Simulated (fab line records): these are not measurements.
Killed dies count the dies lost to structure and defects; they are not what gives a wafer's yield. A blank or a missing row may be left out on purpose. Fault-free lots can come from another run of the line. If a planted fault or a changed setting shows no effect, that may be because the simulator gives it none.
3 desks looking at one fault | flow n5-finfet | what lay behind the numbers comes last; until then each desk has only its own

THE METROLOGY DESK
What the gauges read for every lot (on any tool): the sampled wafers with a number, averaged. The brackets show how far a lot's mean lies from the usual mean; more than 4 standard deviations puts the lot out of limits, marked OUT. Only the readings that lie furthest out on some lot appear, 7 of the 11 it has.
Columns: A = DIBL_N at N5_BEOL_M4_RC_MEAS_101, usual 36.0 mV/V; B = IOFF_N at N5_BEOL_M4_RC_MEAS_101, usual 0.154 nA/um; C = IOFF_P at N5_BEOL_M4_RC_MEAS_101, usual 0.21 nA/um; D = ION_P at N5_BEOL_M4_RC_MEAS_101, usual 463 uA/um; E = SS_N at N5_BEOL_M4_RC_MEAS_101, usual 71.4 mV/dec; F = VT_N at N5_BEOL_M4_RC_MEAS_101, usual 250.2 mV; G = VT_P at N5_BEOL_M4_RC_MEAS_101, usual -251 mV
lot  | first seen here | A    | B     | C    | D   | E    | F     | G
L663 | day 2 12:09     | 35.1 | 0.162 | 0.22 | 468 | 71.8 | 250.1 | -251
L673 | day 5 03:28     | 36.8 | 0.154 | 0.19 | 463 | 71.6 | 250.1 | -253
L679 | day 6 12:50     | 36.9 | 0.172 | 0.23 | 462 | 72.0 | 248.8 | -249
L681 | day 7 02:51     | 37.8 | 0.177 | 0.22 | 459 | 71.3 | 248.1 | -250
L683 | day 7 15:03     | 38.3 | 0.207 | 0.29 | 475 | 72.3 | 246.3 | -245
This desk's finding: nothing out of limits on any of the 5 lots.

THE DEFECT DESK
Lot by lot, what the route's inspections counted, given as the mean of those sampled wafers with a number. The brackets show how far a lot's mean lies from the usual mean; more than 4 standard deviations puts the lot out of limits, marked OUT.
Columns: A = raw-defect-count at N5_FIN_SAQP_INSPECT_18, usual 426
lot  | first seen here | A
L663 | day 2 09:54     | 477
L673 | day 5 00:34     | 384
L679 | day 6 10:42     | 372
L681 | day 7 00:46     | 443
L683 | day 7 12:37     | 465
This desk's finding: nothing out of limits on any of the 5 lots.

FOR THE TOOL OWNER'S DESK: ald-sin-02
The tool's own readings at N5_FIN_SAQP_SPACER1_ALD_24 (deposits SiO2, target thk 20.3 nm, pulse time 1 s, purge time 2 s): means of the sampled wafers that have a number, for each lot that ran on this tool. The brackets show how far a lot's mean lies from the usual mean; more than 4 standard deviations puts the lot out of limits, marked OUT.
Columns: A = chamber-pressure-Torr at N5_FIN_SAQP_SPACER1_ALD_24, usual 2.000 Torr; B = heater-power-w at N5_FIN_SAQP_SPACER1_ALD_24, usual 465 W; C = precursor-pulse-height-rel at N5_FIN_SAQP_SPACER1_ALD_24, usual 1.001; D = susceptor-temp-C at N5_FIN_SAQP_SPACER1_ALD_24, usual 299.98 C
lot  | first seen here | A     | B   | C     | D
L673 | day 5 02:32     | 2.001 | 459 | 1.011 | 296.71 (-16) OUT
L683 | day 7 14:07     | 1.998 | 429 | 1.006 | 300.12
This desk's finding: out of limits on L673; first on L673, day 5 02:32 (susceptor-temp-C at N5_FIN_SAQP_SPACER1_ALD_24). L683 stayed within limits.

BROUGHT TOGETHER
On L673, at day 5 02:32, an alarm was possible from the tool owner's desk.
Metrology desk: nothing out of limits seen.
Nothing the defect desk looked at was out of limits.
The metrology desk has L673 on record, within its limits.
The defect desk has L673 on record, within its limits.
Of the lots named, all ran N5_FIN_SAQP_SPACER1_ALD_24 on ald-sin-02.

WHAT THE SIMULATOR PUT IN
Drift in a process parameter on ald-sin-02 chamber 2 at N5_FIN_SAQP_SPACER1_ALD_24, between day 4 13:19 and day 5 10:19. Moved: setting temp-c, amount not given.
Struck lots among those shown: L673.
How many hours passed from the start of the fault until each desk's first out-of-limits reading: the tool owner's desk, 13.
